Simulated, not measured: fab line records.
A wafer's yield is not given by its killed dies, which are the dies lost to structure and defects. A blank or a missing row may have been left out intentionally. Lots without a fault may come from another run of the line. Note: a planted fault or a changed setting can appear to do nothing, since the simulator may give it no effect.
fab line records ; flow nand_harc
record lots=14; wafers=42; last_day=24
route steps=1159 shown A_CONTACT@902 THIN_TSV@1124 END@1159
lots that met no fault: taken from a fault-free run of the same line
start_h: start of the lot's first displayed wafer, in hours after the record's first day ; wait_h: hours from the lot's prior step to this one ; " the same as in the row above ; L1.1+2: a row that stands for several wafers ; - value missing, or start not given ; * or withheld: withheld ; < > ~ a bound
route shown NAME@n: a module of which the file shows steps, and the number in the route of the first ; usual: mean/standard deviation of fault-free wafers ; same: alike in all rows ; chamber/n: place in a boat ; sites: per-site readings ; _std_site: standard deviation across them ; _edge_site: outer sites' mean less inner sites' ; radius_mm: for every site, how far away it sits from the centre of the wafer ; mask NAME#n: copy n ; behind: the tool/chamber that last shaped the wafer ; hold: what put the lot on hold/how long, in hours/how the hold closed ; device: names the non-switching transistor (n, p or np) ; end of line: tests of these same wafers at the route's end ; step lacking rows: just its recipe ; killed: not the wafer's yield, but the dies lost to structure and defects at the first sort ; map: a wafer's dies, x killed, . not, _ none there
set.NAME: setting as actually run; set.NAME@STEP: the setting as run at that earlier step ; model.NAME: the simulator's own value behind a step, which no gauge read
route steps across a sampled set of lots; one table per step, one row per wafer
services: from which hour (start_h, from the record's first day; less than 0 if before it) a tool's chamber was out of use, for how many hours, and why
## steps
# step NHARC_A_CONTACT_ETCH_77
# recipe target_depth_a=726; time_s=36.3; cf4_flow_sccm=100; chf3_flow_sccm=30; ar_flow_sccm=0; rf_w=500; bias_w=200; chemistry=CF4/CHF3
# usual chamber_pressure_mTorr=25.000/0.022; drypump_motor_current_A=5.5/0.55; oes_product_au=0.937/0.02; rf_vpp_V=370.3/1.9; showerhead_plenum_p_Torr=1.56/0.049; throttle_valve_pct=16.801/0.0093
lot.wafer;tool;chamber;start_h;wait_h;chamber_pressure_mTorr;drypump_motor_current_A;oes_product_au;rf_hours_counter_h;rf_vpp_V;showerhead_plenum_p_Torr;throttle_valve_pct
L186.1;rie_diel-02;1;375.00;-;24.983;5.3;0.989;7;369.8;1.55;16.813
L186.2;rie_diel-02;3;375.00;-;25.049;5.7;0.956;6;370.3;1.52;16.807
L186.3;rie_diel-02;0;375.00;-;25.028;4.7;0.962;7;371.4;1.62;16.811
L189.3;rie_diel-02;3;378.09;-;24.996;5.7;0.922;7;369.3;1.52;16.805
L189.2;rie_diel-02;2;378.09;-;24.978;5.3;0.940;8;368.9;1.55;16.796
L189.5;rie_diel-02;0;378.09;-;24.992;4.7;0.927;-;371.6;1.62;16.799
L187.2;rie_diel-02;1;383.20;-;24.978;5.3;0.920;11;371.3;1.55;16.788
L187.3;rie_diel-02;2;383.20;-;24.977;5.3;0.937;10;370.6;1.55;16.795
L187.5;rie_diel-02;0;383.20;-;24.993;4.7;0.920;-;371.9;1.62;16.805
L188.1;rie_diel-02;1;386.09;-;24.963;5.3;0.924;12;367.6;1.55;16.809
L188.2;rie_diel-02;3;386.09;-;25.056;5.7;0.925;10;368.1;1.52;16.798
L188.3;rie_diel-02;0;386.09;-;24.987;4.7;0.919;11;371.9;1.61;16.821
L192.1;rie_diel-11;2;405.98;-;24.988;5.6;0.950;12;367.6;1.48;16.786
L192.4;rie_diel-11;3;405.98;-;25.018;5.3;0.955;12;367.2;1.51;16.803
L192.2;rie_diel-11;0;405.98;-;25.017;6.1;0.944;11;370.2;1.54;16.808
L193.3;rie_diel-02;2;414.86;-;25.021;5.4;0.939;17;370.4;1.55;16.800
L193.5;rie_diel-02;3;414.86;-;25.019;5.7;0.914;-;369.9;1.52;16.803
L193.6;rie_diel-02;0;414.86;-;24.990;4.7;0.926;-;373.6;1.61;16.806
L195.1;rie_diel-02;2;434.02;-;25.033;5.4;0.930;21;370.3;1.55;16.785
L195.6;rie_diel-02;0;434.02;-;25.020;4.7;0.920;-;372.4;1.61;16.812
L195.5;rie_diel-02;3;434.02;-;25.009;5.7;0.912;-;369.8;1.52;16.793
L200.3;rie_diel-11;1;470.28;-;25.009;6.4;0.920;37;371.3;1.60;16.812
L200.6;rie_diel-11;2;470.28;-;25.017;5.6;0.929;-;368.6;1.47;16.803
L200.5;rie_diel-11;3;470.28;-;24.992;5.4;0.928;-;367.2;1.50;16.806
L201.3;rie_diel-11;3;470.87;-;24.979;5.4;0.935;41;369.1;1.50;16.803
L201.2;rie_diel-11;0;470.87;-;24.975;6.1;0.919;38;369.4;1.53;16.796
L201.5;rie_diel-11;2;470.87;-;24.995;5.6;0.936;-;367.0;1.47;16.784
L204.2;rie_diel-11;0;475.22;-;24.996;6.1;0.923;40;368.6;1.53;16.788
L204.1;rie_diel-11;1;475.22;-;24.976;6.4;0.925;39;370.7;1.60;16.809
L204.4;rie_diel-11;1;475.22;-;24.985;6.4;0.915;-;372.4;1.60;16.792
L202.4;rie_diel-03;1;481.42;-;25.005;4.9;0.929;21;373.0;1.60;16.803
L202.1;rie_diel-03;2;481.42;-;25.033;5.6;0.937;35;371.9;1.64;16.802
L202.5;rie_diel-03;3;481.42;-;25.006;6.7;0.930;-;368.8;1.54;16.806
L208.1;rie_diel-03;0;510.54;-;24.957;5.6;0.928;42;372.0;1.62;16.798
L208.6;rie_diel-03;1;510.54;-;25.036;4.9;0.929;-;372.3;1.60;16.792
L208.5;rie_diel-03;2;510.54;-;25.067;5.6;0.925;-;374.2;1.64;16.810
L207.3;rie_diel-03;1;511.65;-;24.981;4.9;0.931;31;371.8;1.60;16.792
L207.6;rie_diel-03;3;511.65;-;24.984;6.7;0.926;-;369.9;1.53;16.790
L207.5;rie_diel-03;0;511.65;-;24.990;5.6;0.921;-;371.1;1.62;16.784
L209.2;rie_diel-03;2;515.55;-;24.992;5.6;0.972;46;371.8;1.64;16.817
L209.1;rie_diel-03;3;515.55;-;24.988;6.7;0.976;46;369.1;1.53;16.790
L209.3;rie_diel-03;0;515.55;-;25.029;5.6;0.968;44;373.1;1.62;16.798
# step NHARC_THIN_TSV_DEP_47
# recipe target_thk_a=2000; temp_c=withheld; pressure_torr=6.5; rf_w=900; teos_flow_sccm=161.4; flow_sccm=2650; target_thk_nm=200; gas=O2; material=SiO2
# usual mfc_precursor_sccm=161.4/0.51; throttle_valve_pct=16.0/0.46
lot.wafer;tool;chamber;start_h;wait_h;mfc_precursor_sccm;throttle_valve_pct
L186.3;pecvd-02;1;426.13;-;161.5;16.6
L186.1;pecvd-02;2;426.13;-;161.1;15.5
L186.2;pecvd-02;0;426.13;-;161.6;16.0
L189.3;pecvd-02;0;427.46;-;161.5;16.1
L189.2;pecvd-02;2;427.46;-;161.8;15.6
L189.5;pecvd-02;1;427.46;-;161.6;16.4
L188.1;pecvd-02;1;438.78;-;161.3;16.3
L188.3;pecvd-02;2;438.78;-;161.9;15.6
L188.2;pecvd-02;0;438.78;-;160.9;16.2
L187.2;pecvd-01;1;439.90;-;161.2;16.4
L187.3;pecvd-01;1;439.90;-;161.3;16.4
L187.5;pecvd-01;0;439.90;-;161.6;15.5
L192.2;pecvd-04;1;454.46;-;161.3;15.3
L192.1;pecvd-04;0;454.46;-;162.2;15.6
L192.4;pecvd-04;0;454.46;-;161.0;15.8
L193.3;pecvd-04;0;468.93;-;160.5;15.7
L193.6;pecvd-04;1;468.93;-;161.6;15.1
L193.5;pecvd-04;2;468.93;-;161.5;16.5
L195.1;pecvd-01;2;479.66;-;160.7;16.3
L195.5;pecvd-01;0;479.66;-;161.9;15.4
L195.6;pecvd-01;1;479.66;-;161.9;16.1
L201.2;pecvd-04;0;521.44;-;162.4;15.9
L201.3;pecvd-04;1;521.44;-;161.5;15.7
L201.5;pecvd-04;1;521.44;-;161.9;15.2
L200.3;pecvd-04;0;522.87;-;161.8;16.0
L200.6;pecvd-04;0;522.87;-;161.4;15.8
L200.5;pecvd-04;1;522.87;-;162.3;15.5
L204.1;pecvd-01;2;527.78;-;162.1;16.2
L204.2;pecvd-01;0;527.78;-;161.6;15.5
L204.4;pecvd-01;0;527.78;-;161.4;15.6
L202.1;pecvd-01;0;537.55;-;161.5;15.4
L202.4;pecvd-01;1;537.55;-;161.8;16.6
L202.5;pecvd-01;0;537.55;-;162.3;15.6
L208.1;pecvd-02;2;561.35;-;161.4;15.1
L208.6;pecvd-02;2;561.35;-;161.0;15.2
L208.5;pecvd-02;0;561.35;-;160.9;16.1
L207.3;pecvd-01;1;562.43;-;162.1;16.5
L207.5;pecvd-01;0;562.43;-;160.5;15.7
L207.6;pecvd-01;2;562.43;-;162.0;16.5
L209.2;pecvd-01;2;564.91;-;161.6;16.5
L209.3;pecvd-01;0;564.91;-;160.7;15.6
L209.1;pecvd-01;1;564.91;-;160.9;16.9
# step NHARC_THIN_TSV_PVD_51
# recipe target_thk_a=1000; chamber_pressure_pa=5; material=Cu
# usual throttle_valve_pct=30.0/1.3
lot.wafer;tool;chamber;start_h;wait_h;throttle_valve_pct
L186.3;pvd_sputter-03;-;-;-;31.0
L186.1;pvd_sputter-03;-;-;-;28.3
L186.2;pvd_sputter-03;-;-;-;30.4
L189.2;pvd_sputter-02;-;-;-;30.6
L189.3;pvd_sputter-02;-;-;-;29.0
L189.5;pvd_sputter-02;-;-;-;31.0
L188.3;pvd_sputter-02;-;-;-;29.4
L188.2;pvd_sputter-02;-;-;-;31.0
L188.1;pvd_sputter-02;-;-;-;30.4
L187.2;pvd_sputter-02;-;-;-;30.4
L187.3;pvd_sputter-02;-;-;-;30.2
L187.5;pvd_sputter-02;-;-;-;29.2
L192.1;pvd_sputter-02;-;-;-;30.2
L192.2;pvd_sputter-02;-;-;-;29.2
L192.4;pvd_sputter-02;-;-;-;31.1
L193.3;pvd_sputter-03;-;-;-;30.9
L193.5;pvd_sputter-03;-;-;-;30.8
L193.6;pvd_sputter-03;-;-;-;28.5
L195.1;pvd_sputter-03;-;-;-;29.6
L195.5;pvd_sputter-03;-;-;-;30.8
L195.6;pvd_sputter-03;-;-;-;28.2
L201.3;pvd_sputter-02;-;-;-;29.2
L201.2;pvd_sputter-02;-;-;-;31.2
L201.5;pvd_sputter-02;-;-;-;29.3
L200.3;pvd_sputter-01;-;-;-;30.6
L200.5;pvd_sputter-01;-;-;-;27.1
L200.6;pvd_sputter-01;-;-;-;29.1
L204.2;pvd_sputter-03;-;-;-;28.5
L204.4;pvd_sputter-03;-;-;-;30.8
L204.1;pvd_sputter-03;-;-;-;30.7
L202.1;pvd_sputter-02;-;-;-;31.2
L202.4;pvd_sputter-02;-;-;-;30.6
L202.5;pvd_sputter-02;-;-;-;31.1
L208.1;pvd_sputter-02;-;-;-;30.3
L208.6;pvd_sputter-02;-;-;-;31.1
L208.5;pvd_sputter-02;-;-;-;30.5
L207.3;pvd_sputter-03;-;-;-;28.0
L207.5;pvd_sputter-03;-;-;-;31.1
L207.6;pvd_sputter-03;-;-;-;29.5
L209.3;pvd_sputter-02;-;-;-;30.4
L209.1;pvd_sputter-02;-;-;-;29.5
L209.2;pvd_sputter-02;-;-;-;31.2
# step NHARC_END_SORT_01
# recipe temp_c=25
# usual killed_at_array=26/10; killed_at_other=0.5/0.87; killed_at_periphery=3.0/2.5; killed_dies=29/11; killed_open=3.3/1.9; killed_short=1.8/1.5
# same gross_dies=677
lot.wafer;tool;chamber;start_h;wait_h;killed_at_array;killed_at_other;killed_at_periphery;killed_dies;killed_open;killed_short
L193.3;prober-01;0;483.63;3.1;29;0;0;29;4;0
L193.5;prober-01;0;485.24;3.7;24;1;0;25;2;4
L193.6;prober-01;0;486.04;4.0;83;1;1;85;5;1
L195.1;prober-01;0;491.30;2.5;22;0;3;25;2;2
L195.5;prober-01;0;494.47;3.7;21;5;2;28;5;2
L195.6;prober-01;0;495.27;4.0;94;0;5;99;3;3
# killed by level:class
L193.3 A_CHANNEL_HOLE_D1:chamber_film_flake=14 A_SLIT:chamber_film_flake=6 A_ONON_D1:geometric_particle:open=2 A_CHANNEL_FILL_D1:chamber_film_flake=2 A_CONTACT:geometric_particle:open=1 A_M1:geometric_particle:open=1 A_ZERO_WELL:chamber_film_flake=1 A_STAIRCASE:chamber_film_flake=1
L193.5 A_CHANNEL_HOLE_D1:chamber_film_flake=15 A_CHANNEL_HOLE_D1:geometric_particle:short=2 A_SLIT:chamber_film_flake=2 A_ONON_D1:geometric_particle:short=1 A_CHANNEL_FILL_D1:geometric_particle:short=1 A_SGD_CUT:geometric_particle:open=1 STARTING-WAFER:geometric_particle:open=1 A_STAIRCASE:chamber_film_flake=1
L193.6 A_CONTACT:unspecified=59 A_CHANNEL_HOLE_D1:chamber_film_flake=15 A_SLIT:chamber_film_flake=2 A_CONTACT:chamber_film_flake=2 P_GATE:geometric_particle:open=1 A_ONON_D1:geometric_particle:short=1 A_ONON_D1:geometric_particle:open=1 A_WL_FILL:geometric_particle:open=1
L195.1 A_SLIT:chamber_film_flake=14 A_CHANNEL_HOLE_D1:chamber_film_flake=3 A_BLC:geometric_particle:short=2 P_CONTACT:geometric_particle:open=1 P_M1:geometric_particle:open=1 P_GATE:chamber_film_flake=1 A_STAIRCASE:chamber_film_flake=1 A_WL_FILL:chamber_film_flake=1
L195.5 A_SLIT:chamber_film_flake=9 A_CHANNEL_HOLE_D1:chamber_film_flake=3 A_STAIRCASE:chamber_film_flake=3 THIN_TSV:chamber_film_flake=3 STARTING-WAFER:geometric_particle:open=2 P_CONTACT:geometric_particle:short=1 A_CHANNEL_FILL_D1:geometric_particle:open=1 A_SLIT:geometric_particle:open=1
L195.6 A_CONTACT:unspecified=65 A_SLIT:chamber_film_flake=14 A_CHANNEL_HOLE_D1:chamber_film_flake=7 A_WL_FILL:chamber_film_flake=4 P_STI:chamber_film_flake=2 P_GATE:geometric_particle:short=1 P_M0:geometric_particle:short=1 P_M0:geometric_particle:open=1
## services
tool;chamber;start_h;hours;kind
pvd_sputter-03;-;353.92;6.6;repair
rie_diel-11;-;355.38;0.4;repair
rie_diel-11;1;361.75;2.5;repair
rie_diel-11;-;366.50;9.0;pm
pvd_sputter-03;-;370.71;28.2;repair
pecvd-04;-;376.00;13.0;pm
rie_diel-03;-;392.47;9.0;pm
pvd_sputter-02;-;393.43;10.0;pm
rie_diel-02;-;406.24;0.3;repair
pecvd-01;-;418.40;13.0;pm
pvd_sputter-02;-;420.11;0.6;repair
rie_diel-02;1;428.88;15.5;repair
pecvd-01;2;435.20;15.0;repair
pvd_sputter-02;-;446.17;0.8;repair
pvd_sputter-03;-;458.00;10.0;pm
pvd_sputter-02;-;467.44;6.9;repair
rie_diel-11;2;473.71;9.0;repair
pecvd-01;-;494.06;0.3;repair
pecvd-01;-;505.20;1.4;repair
rie_diel-02;-;506.18;9.0;pm
pvd_sputter-02;-;507.50;2.0;repair
rie_diel-02;2;517.49;2.4;repair
rie_diel-02;-;533.20;0.6;repair
pvd_sputter-02;-;547.36;4.1;repair
## key
first_sign step=NHARC_END_SORT_01; reading=killed_at_array; direction=up; sigmas=6.3; usual=26; struck=88
effect step=NHARC_END_SORT_01; reading=killed_dies; direction=up; sigmas=5.9; usual=29; struck=92
more_kills_born_at NHARC_A_CONTACT_ETCH_77@rie_diel-02=124
met_at NHARC_A_CONTACT_ETCH_77
struck_lots L193,L195
struck_wafers L193.6,L195.6
tester_left_out L193,L195
not_acting_at NHARC_THIN_TSV_DEP_47,NHARC_THIN_TSV_PVD_51
onset_between 386.09 414.86
fault kind=chamber_particle_source; tool=rie_diel-02; chamber=0; onset_h=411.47; steps=NHARC_A_CONTACT_ETCH_77; rate_per_visit_cm2=0.57423; end_h=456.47
# tester_left_out: of these lots the tester's yield and bins aren't shown, on N5 and GAA mostly nor the transistor test; their killed dies are dies lost to structure and defects alone, not to doping, threshold or leakage, so they don't give the yield
